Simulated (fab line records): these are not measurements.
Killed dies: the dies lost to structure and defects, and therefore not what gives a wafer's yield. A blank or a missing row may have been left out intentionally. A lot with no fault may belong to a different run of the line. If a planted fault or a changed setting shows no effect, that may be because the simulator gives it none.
Which of the tools did it? -- flow nand-harc -- 7 lots (21 wafers sampled), 1 step of a 1302-step route

## WHAT THE GAUGES SHOWED, per wafer
NHARC_A_SOURCE_PLATE_THK_MEAS_09: measures by ellipsometry.
lot,measured,on,thk-nm (nm)
L914,day 8 21:14,film-metro-01,10.2 8.4 10.8
L917,day 10 14:49,film-metro-01,8.7 9.0 11.2
L920,day 11 06:00,film-metro-01,9.8 10.0 10.6
L924,day 13 08:51,film-metro-01,9.5 8.3 9.5
L926,day 14 04:00,film-metro-02,9.7 10.4 10.8
L930,day 15 10:02,film-metro-02,11.2 12.1 10.7
L932,day 16 05:21,film-metro-02,9.8 9.7 8.8

## TOOL THAT RAN EACH LOT (tool first, then ch and the chambers of the sampled wafers, then the start)
Record: no process step prior to these readings.

## THE ANSWER, worked out from the rows above alone
Rule: the lots themselves supply what counts as usual. The widest of any qualifying gaps counts: lots, ordered by their means at a reading, are off when they make up no more than a third of the lots, leave a main group of 4 or more, and stand apart from it by 3 or more times the standard deviation of that group's means. The tables above print the reading to a certain number of digits; a main group whose means all agree to those digits is not used. Also off: a lot with no number at a reading for which 4 or more lots have one. Any other lot the step has rows for is counted as sound.
Nothing can be told from this: no lot is off at any reading shown.

## WHAT THE SIMULATOR HAD PUT IN
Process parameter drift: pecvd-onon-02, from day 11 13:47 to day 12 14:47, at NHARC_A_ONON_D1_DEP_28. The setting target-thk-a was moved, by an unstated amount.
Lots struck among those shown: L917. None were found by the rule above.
